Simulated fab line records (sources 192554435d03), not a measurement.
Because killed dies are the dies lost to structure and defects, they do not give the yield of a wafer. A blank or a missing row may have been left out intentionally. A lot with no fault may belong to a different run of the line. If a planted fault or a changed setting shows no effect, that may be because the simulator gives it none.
Split-lot experiment	flow n5Finfet	7 lots, 21 wafers read, on a route of 1938 steps

## SPLIT DETAILS
At N5_BEOL_M6_PECVD_70 (deposits SiO2 from TEOS/O2, target thk 20 nm, time 22.7 s), the setting timeS was moved away from the recipe's 22.7 s on 7 of the 21 wafers read, by -14.5% to +7.0%. The other wafers ran this setting at the recipe's value.

Reading taken at the split's own step.

## THE READING
SiO2_of_BEOL_M6_PECVD_70.thkNm (the simulator's own value, which no gauge read), in nm, at N5_BEOL_M6_PECVD_70 (deposits SiO2 from TEOS/O2, target thk 20 nm, time 22.7 s). There is no usual value for it anywhere in the file. The 14 wafers here that ran the recipe average 20.0 nm, standard deviation 0.31 nm.

wafer	tool, chamber at the split	timeS as run, s	against the recipe	SiO2_of_BEOL_M6_PECVD_70.thkNm, nm	against lot-mates on the recipe
L074.3	pecvd-01, 0	20.48	-9.8%	18.2	-2.3
L074.4	pecvd-01, 0	22.7	recipe	20.4	-
L074.6	pecvd-01, 2	22.7	recipe	20.6	-
L078.3	pecvd-01, 1	22.7	recipe	19.6	-
L078.4	pecvd-01, 0,1	20.93	-7.8%	18.6	-1.0
L078.5	pecvd-01, 0,1	20.93	-7.8%	18.6	-1.0
L080.1	pecvd-01, 0	22.7	recipe	19.6	-
L080.5	pecvd-01, 1	22.7	recipe	19.8	-
L080.6	pecvd-01, 2	22.7	recipe	20.4	-
L083.1	pecvd-04, 0	22.7	recipe	20	-
L083.4	pecvd-04, 1	24.29	+7.0%	21.8	+1.8
L083.5	pecvd-04, 0	24.29	+7.0%	21.6	+1.6
L084.3	pecvd-04, 0	22.7	recipe	19.8	-
L084.4	pecvd-04, 1	22.7	recipe	20	-
L084.5	pecvd-04, 1	19.41	-14.5%	17.2	-2.7
L093.2	pecvd-03, 2	22.7	recipe	19.6	-
L093.4	pecvd-03, 0	22.7	recipe	20.2	-
L093.6	pecvd-03, 2	22.7	recipe	20	-
L094.2	pecvd-04, 2	22.7	recipe	20	-
L094.5	pecvd-04, 2	20.21	-11.0%	17.8	-2.3
L094.6	pecvd-04, 1	22.7	recipe	20.2	-
When a row names more than one chamber, that row covers several wafers, and the file does not tell which wafer ran in which chamber.

THE FIT
A straight line over all 21 wafers: SiO2_of_BEOL_M6_PECVD_70.thkNm changes by +0.202 nm for each +1% of timeS; r = +0.97; the points scatter about the line by 0.28 nm.
The same after taking each lot's own level away (the mean of its wafers on the recipe; 21 wafers): +0.199 nm for each +1%; r = +0.97; scatter 0.28 nm.
On that fit, the largest move of timeS shifts the reading by 2.9 nm.
From 19.60 to 20.50 nm: that is the span of the lots' own levels, equal to 2.9 times the standard deviation above.
So the lot-to-lot level changes the slope little: the two slopes agree.
Check: with one of the wafers moved furthest among these (-14.5%) left out of the fit, the line predicts -2.88 nm for it against its lot-mates. Against them it came out at -2.7 nm.

## OTHER SPLITS ON THESE WAFERS
Before the reading, these wafers also passed through other splits. Each is held against what the fit with the lots' levels taken away leaves over:
other split on the same wafers	wafers away from the commonest value	r with SiO2_of_BEOL_M6_PECVD_70.thkNm (lot level and that fit taken away)
N5_BEOL_M1_COAT_22 spinRpm	10	+0.33
N5_BEOL_M2_PECVD_72 tempC	7	-0.09
N5_BEOL_M3_COAT_67 spinRpm	7	+0.17
N5_BEOL_M3_EXPOSE_25 doseMj	7	+0.39
N5_BEOL_M5_DEP_56 timeS	5	+0.00

## FILE'S OWN FIT
SiO2_of_BEOL_M6_PECVD_70.thkNm changes by +0.199 nm for each +1% of timeS, r = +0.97.
